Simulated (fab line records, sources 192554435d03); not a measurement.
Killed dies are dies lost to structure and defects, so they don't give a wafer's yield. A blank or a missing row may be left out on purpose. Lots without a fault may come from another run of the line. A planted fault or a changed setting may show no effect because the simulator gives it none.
fab line records | flow n5_finfet
record lots=4 wafers=12 last_day=16
route steps=1938 shown BEOL_M10@1470 PASSIVATION@1936
lots that met no fault: from a run of the same line without faults
start_h: hours from the record's first day to the start of the lot's first wafer shown | wait_h: hours since the lot's step before | " the same as in the row above | L1.1+2: a row that stands for several wafers | - no value, or no start given | * or withheld: withheld | < > ~ a bound
route shown NAME@n: a module of which the file shows steps, and the number in the route of the first | usual: mean/standard deviation of fault-free wafers | same: alike in all rows | chamber/n: place in a boat | sites: the reading at each site | _std_site: their standard deviation | _edge_site: outer sites' mean less inner sites' | radius_mm: how far each site lies from the wafer's centre | mask NAME#n: copy n | behind: the tool/chamber that last shaped the wafer | hold: why the lot was held/for how many hours/how that ended | device: the transistor (n, p or np) that didn't switch | end of line: the same wafers' tests at the end of the route | a step without rows: its recipe alone | killed: dies lost to structure and defects at the first sort, not the wafer's yield | map: a wafer's dies, x killed, . not, _ none there
set.NAME: the setting as run; set.NAME@STEP: as run at that earlier step | model.NAME: the simulator's own value behind a step, which no gauge read
lots at some steps of the route; a table a step, a row a wafer
services: from which hour (start_h, from the record's first day; less than 0 if before it) a tool's chamber was out of use, for how many hours, and why
## steps
# step N5_BEOL_M10_ILD_DEP_00
# recipe material=SiCOH_lowk target_thk_a=3085.1 temp_c=300 precursor=DEMS/porogen pressure_torr=5 rf_w=500 time_s=58
# step N5_BEOL_M10_CURE_71
# recipe temp_c=385 time_s=240 ambient=He/Ar material=SiCOH_lowk
# step N5_BEOL_M10_PECVD_70
# recipe material=SiO2 target_thk_a=200 temp_c=400 precursor=TEOS/O2 pressure_torr=5.5 rf_w=450 teos_flow_sccm=53.8 gas=O2 flow_sccm=3000 time_s=22.7
# step N5_BEOL_M10_HM_DEP_02
# recipe material=TiN target_thk_a=200 temp_c=25 chamber_pressure_pa=0.49996
# step N5_BEOL_M10_COAT_59
# recipe resist=SOC temp_c=250 time_s=60 spin_rpm=1500 resist_thk_nm=100
# step N5_BEOL_M10_COAT_60
# recipe resist=SiARC temp_c=220 time_s=60 spin_rpm=1500 resist_thk_nm=30
# step N5_BEOL_M10_COAT_05
# recipe resist=CAR-ArF spin_rpm=1500 resist_thk_nm=90
# step N5_BEOL_M10_EBR_07
# recipe solvent=PGMEA ebr_width_mm=1.5
# step N5_BEOL_M10_SOFTBAKE_06
# recipe temp_c=110 time_s=60 resist=CAR-ArF
# step N5_BEOL_M10_EXPOSE_08
# recipe mask_id=M10 na=1.35 source_shape=dipole sigma_inner=0.411 sigma_outer=0.611 polarization=te dose_mj=53.75
# usual exposure_dose_mJ_cm2=53.71/0.052
# columns lot.wafer tool chamber start_h wait_h mask exposure_dose_mJ_cm2
L818.1 arfi_scanner-01 0 248.58 - M10#0 52.43
L818.4 " 0 " " M10#0 52.46
L818.6 " 0 " " M10#0 52.46
L819.2 arfi_scanner-01 0 264.14 - M10#0 52.62
L819.3 " 0 " " M10#0 52.72
L819.5 " 0 " " M10#0 52.64
L831.3 arfi_scanner-03 0 320.72 - M10#0 53.56
L831.4 " 0 " " M10#0 53.67
L831.5 " 0 " " M10#0 53.71
L829.2 arfi_scanner-03 0 320.97 - M10#0 53.69
L829.4 " 0 " " M10#0 53.65
L829.5 " 0 " " M10#0 53.63
# step N5_BEOL_M10_PEB_09
# recipe peb_temp_c=withheld peb_time_s=60 resist=CAR-ArF
# step N5_BEOL_M10_DEVELOP_10
# recipe develop_time_s=30 developer=TMAH resist=CAR-ArF rinse_liquid=diw dry=air_spin dev_temp_c=23
# step N5_BEOL_M10_DESCUM_16
# recipe chemistry=O2 time_s=7.9 source_power_w=50 bias_power_w=20 pressure_mtorr=20 rf_frequency_hz=2.712e+07 temp_c=40 resist=CAR-ArF o2_flow_sccm=225
# step N5_BEOL_M10_ETCH_61
# recipe chemistry=CF4 target=SiARC target_depth_a=390 mask_material=CAR-ArF time_s=65 ion_energy_ev=80 pressure_mtorr=40 source_w=545 bias_w=36 Ar_flow_sccm=100 cf4_flow_sccm=100 ends=cleared
# step N5_BEOL_M10_ETCH_62
# recipe chemistry=N2/H2 target=SOC target_depth_a=1100 overetch_a=220 mask_material=SiARC temp_c=40 time_s=165 ion_energy_ev=200 pressure_mtorr=30 source_w=840 bias_w=150 n2_flow_sccm=200 h2_flow_sccm=200
# usual drypump_motor_current_A=5.7/0.55 oes_product_au=0.69/0.047 rf_vpp_V=524/3.2 showerhead_plenum_p_Torr=2.56/0.11 throttle_valve_pct=17.78/0.17
# columns lot.wafer tool chamber start_h wait_h drypump_motor_current_A oes_product_au rf_hours_counter_h rf_vpp_V showerhead_plenum_p_Torr throttle_valve_pct model.BEOL_M10.cd_offset_nm
L818.1 rie_diel-06 1 248.88 0.0 6.7 0.66 132 520 2.45 18.00 -1.6
L818.4 " 2 " " 5.4 0.71 58 528 2.69 17.86 -1
L818.6 " 1 " " 6.7 0.66 - 521 2.45 18.01 -1
L819.2 rie_diel-01 3 264.44 0.0 5.7 0.68 73 521 2.46 17.80 -0.4
L819.3 " 1 " " 5.4 0.57 251 525 2.51 18.07 -0.6
L819.5 " 3 " " 5.7 0.69 - 521 2.46 17.81 -0.8
L831.3 rie_diel-06 0 321.26 0.0 5.3 0.69 66 527 2.69 17.83 0.4
L831.4 " 2 " " 5.4 0.69 84 528 2.68 17.95 0
L831.5 " 3 " " 5.1 0.68 - 527 2.65 17.64 0.2
L829.2 rie_diel-02 0 321.44 0.0 5.8 0.67 102 525 2.58 17.66 0.2
L829.4 " 1 " " 5.6 0.66 - 526 2.56 17.58 -0.4
L829.5 " 3 " " 4.7 0.64 - 520 2.43 17.86 0.2
# step N5_BEOL_M10_STRIP_68
# recipe chemistry=N2/H2 temp_c=40 n2_flow_sccm=200 h2_flow_sccm=200 rf_frequency_hz=6e+07
# step N5_BEOL_M10_STRIP_67
# recipe chemistry=CF4 resist=SiARC power_w=300 bias_power_w=75 pressure_mtorr=50 cf4_flow_sccm=150 rf_frequency_hz=6e+07
# step N5_BEOL_M10_HM_OPEN_17
# recipe chemistry=Cl2/BCl3 target_depth_a=200 overetch_a=60 target=TiN mask_material=SOC ion_energy_ev=150 pressure_mtorr=10 icp_w=1000 bias_w=126 Cl2_flow_sccm=53.25 bcl3_flow_sccm=21.75 Ar_flow_sccm=25
# usual bcl3_flow_sccm=21.75/0.065 drypump_motor_current_A=5.58/0.18 oes_product_au=0.66/0.092 throttle_valve_pct=22.16/0.14
# columns lot.wafer tool chamber start_h wait_h bcl3_flow_sccm drypump_motor_current_A oes_product_au rf_hours_counter_h throttle_valve_pct model.BEOL_M10.cd_offset_nm
L818.1 rie_metal-01 0 249.07 0.0 21.78 5.34 0.67 40 22.08 -1.4
L818.4 " 1 " " 21.86 5.66 0.58 - 22.07 -1
L818.6 " 0 " " 21.75 5.35 0.66 - 22.07 -0.8
L819.2 rie_metal-02 0 264.65 0.1 21.82 5.86 0.74 - 22.29 -0.6
L819.3 " 0 " " 21.85 5.84 0.73 - 22.30 -0.6
L819.5 " 0 " " 21.71 5.85 0.73 - 22.29 -1
L831.3 rie_metal-03 0 321.48 0.1 21.74 5.51 0.83 - 22.07 0.2
L831.4 " 1 " " 21.81 5.60 0.80 - 22.27 0
L831.5 " 1 " " 21.68 5.60 0.80 - 22.27 0.2
L829.2 rie_metal-01 0 321.63 0.0 21.85 5.35 0.66 47 22.07 0.4
L829.4 " 0 " " 21.75 5.35 0.65 - 22.08 -0.2
L829.5 " 1 " " 21.80 5.64 0.58 - 22.07 0.4
# step N5_BEOL_M10_STRIP_19
# recipe chemistry=O2 power_w=400 temp_c=40 pressure_mtorr=30 rf_frequency_hz=6e+07 bias_power_w=0 overash_fraction=0.2 o2_flow_sccm=225
# step N5_PASSIVATION_PROBE_49
# usual defect_limited_yield=91.5/1.6 killed_at_M0_to_M3=33/10 killed_at_M4_up=13/5.6 killed_at_contacts=13/6 killed_at_front_end=39/12 killed_at_other=3.0/2.8 killed_dies=101/19 killed_on_rim=13/4 killed_open=65/13 killed_short=32/8.3 sort_bin_5_function=5.0/1 sort_bin_6_memory=3.1/0.69 sort_n_pass=1079/19 sort_yield_pct=91.5/1.6
# same gross_dies=1180 killed_at_back_side=0 sort_bin_4_leakage[%]=0 sort_bin_8_speed[%]=0
# columns lot.wafer tool chamber start_h wait_h defect_limited_yield[%] killed_at_M0_to_M3 killed_at_M4_up killed_at_contacts killed_at_front_end killed_at_other killed_dies killed_on_rim killed_open killed_short sort_bin_5_function[%] sort_bin_6_memory[%] sort_n_pass sort_yield_pct[%]
L818.1 prober-02 - 311.94 0.0 90.8 24 14 10 56 5 109 18 68 32 5.5 2.9 1071 90.8
L818.4 prober-02 - 312.09 0.2 90.6 27 21 10 46 7 111 10 69 41 5.3 3.9 1069 90.6
L818.6 prober-02 - 312.19 0.3 91.1 32 14 6 49 4 105 11 62 39 5.2 3.1 1075 91.1
L819.2 prober-02 - 315.76 0.1 91.4 23 8 25 41 4 101 10 75 26 5.1 3.2 1079 91.4
L819.3 prober-02 - 315.81 0.1 91.8 37 7 23 30 0 97 15 68 29 4.3 3.6 1083 91.8
L819.5 prober-02 - 315.91 0.2 90.8 29 5 12 58 4 108 10 69 36 5.7 3.2 1072 90.8
L829.2 prober-01 - 376.94 0.1 94.9 26 16 7 11 0 60 8 44 15 2.8 2.2 1120 94.9
L829.4 prober-01 - 377.04 0.2 94.6 12 11 10 30 1 64 9 35 24 2.6 2.1 1116 94.6
L829.5 prober-01 - 377.09 0.2 93.6 38 9 7 21 0 75 9 47 25 3.9 2.2 1105 93.6
# killed by level:class
L818.1 STI_FIN_REVEAL:geometric_particle:open=13 FIN_SAQP:geometric_particle:short=10 MOL_CONTACT_COAG:geometric_particle:open=10 BEOL_M0_SAQP:geometric_particle:open=7 HKMG_FIN:area_etch=7 BEOL_M2:geometric_particle:open=6 STI_FIN_REVEAL:geometric_particle:short=5 BEOL_M4:geometric_particle:open=5
L818.4 STI_FIN_REVEAL:geometric_particle:open=16 FIN_SAQP:geometric_particle:short=10 MOL_CONTACT_COAG:geometric_particle:open=8 BEOL_M0_SAQP:geometric_particle:short=7 BEOL_M0_SAQP:geometric_particle:open=6 BEOL_M8:geometric_particle:open=6 BEOL_M4:geometric_particle:open=5 STI_FIN_REVEAL:geometric_particle:short=4
L818.6 STI_FIN_REVEAL:geometric_particle:open=13 FIN_SAQP:geometric_particle:short=9 BEOL_M0_SAQP:geometric_particle:short=9 FIN_SAQP:geometric_particle:open=6 BEOL_M0:geometric_particle:open=6 BEOL_M2:geometric_particle:open=6 BEOL_M4:geometric_particle:open=6 STI_FIN_REVEAL:geometric_particle:short=4
L819.2 MOL_CONTACT_COAG:geometric_particle:open=20 STI_FIN_REVEAL:geometric_particle:open=9 FIN_SAQP:geometric_particle:open=8 BEOL_M1:geometric_particle:open=6 BEOL_M3:geometric_particle:open=6 MOL_CONTACT_COAG:geometric_particle:short=5 STARTING-WAFER:geometric_particle:short=5 BEOL_M0_SAQP:geometric_particle:open=4
L819.3 MOL_CONTACT_COAG:geometric_particle:open=20 STI_FIN_REVEAL:geometric_particle:open=11 BEOL_M1:geometric_particle:open=9 BEOL_M0_SAQP:geometric_particle:short=8 BEOL_M0_SAQP:geometric_particle:open=6 BEOL_M3:geometric_particle:open=5 STARTING-WAFER:geometric_particle:open=5 STARTING-WAFER:geometric_particle:short=4
L819.5 STI_FIN_REVEAL:geometric_particle:open=20 BEOL_M0_SAQP:geometric_particle:open=14 FIN_SAQP:geometric_particle:open=9 STI_FIN_REVEAL:geometric_particle:short=9 MOL_CONTACT_COAG:geometric_particle:open=8 ILD0:geometric_particle:short=6 BEOL_M3:geometric_particle:open=5 MOL_CONTACT_COAG:geometric_particle:short=4
L829.2 BEOL_M2:geometric_particle:open=9 MOL_CONTACT_COAG:geometric_particle:open=6 BEOL_M3:geometric_particle:open=6 BEOL_M4:geometric_particle:open=6 FIN_SAQP:geometric_particle:short=3 BEOL_M0_SAQP:geometric_particle:open=3 DUMMY_GATE:geometric_particle:open=2 GATE_CUT:geometric_particle:short=2
L829.4 MOL_CONTACT_COAG:geometric_particle:open=7 FIN_SAQP:geometric_particle:short=5 DUMMY_GATE:geometric_particle:open=4 GATE_CUT:geometric_particle:short=4 STARTING-WAFER:geometric_particle:open=4 FIN_SAQP:geometric_particle:open=3 STI_FIN_REVEAL:geometric_particle:open=3 MOL_CONTACT_COAG:geometric_particle:short=3
L829.5 BEOL_M3:geometric_particle:open=9 BEOL_M0_SAQP:geometric_particle:short=8 BEOL_M2:geometric_particle:open=7 MOL_CONTACT_COAG:geometric_particle:open=6 BEOL_M0_SAQP:geometric_particle:open=6 FIN_SAQP:geometric_particle:short=5 STI_FIN_REVEAL:geometric_particle:open=3 ILD0:geometric_particle:short=3
## services
# columns tool chamber start_h hours kind
arfi_scanner-03 - 231.78 4.9 pm
rie_diel-01 0 239.19 - clean
rie_diel-01 0 239.19 - consumable_replace:focus_ring
rie_diel-01 0 239.19 - consumable_replace:showerhead
rie_diel-01 0 239.19 32.1 scheduled_down
rie_diel-01 0 239.19 32.1 vent_cycle
arfi_scanner-03 - 255.11 1.0 pm
arfi_scanner-03 - 258.22 1.3 pm
rie_diel-02 1 259.35 18.6 repair
arfi_scanner-01 - 261.26 1.0 pm
rie_metal-02 1 261.93 - clean
rie_metal-02 1 261.93 24.4 scheduled_down
rie_metal-02 1 261.93 24.4 vent_cycle
rie_metal-03 1 262.40 - clean
rie_metal-03 1 262.40 22.1 scheduled_down
rie_metal-03 1 262.40 22.1 vent_cycle
arfi_scanner-03 - 263.59 1.0 pm
rie_diel-01 1 271.35 - clean
rie_diel-01 1 271.35 - consumable_replace:focus_ring
arfi_scanner-01 - 282.17 1.3 pm
arfi_scanner-01 - 288.98 0.8 pm
arfi_scanner-01 0 313.81 - calibration
arfi_scanner-03 - 317.33 0.2 repair
arfi_scanner-01 - 319.56 3.1 pm
## key
first_sign step=N5_BEOL_M10_EXPOSE_08 reading=exposure_dose_mJ_cm2 direction=down sigmas=22 usual=53.71 struck=52.56
effect none on later readings
model_effect step=N5_BEOL_M10_ETCH_62 value=BEOL_M10.cd_offset_nm without=0.2333 struck=-0.9
model_effect step=N5_BEOL_M10_HM_OPEN_17 value=BEOL_M10.cd_offset_nm without=0.3333 struck=-0.9
met_at N5_BEOL_M10_EXPOSE_08
struck_wafers L818.1,L818.4,L818.6,L819.2,L819.3,L819.5
loop_trim step=N5_BEOL_M10_EXPOSE_08 setting=dose lots=L819
fault kind=process_parameter_drift tool=arfi_scanner-01 chamber=- onset_h=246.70 steps=N5_BEOL_M10_EXPOSE_08 channel=dose_mj offset=-1.3375 shape=step acts_in=these_recipes_only stated=53.75
# loop_trim: a control loop set the setting to another value than it would have without faults
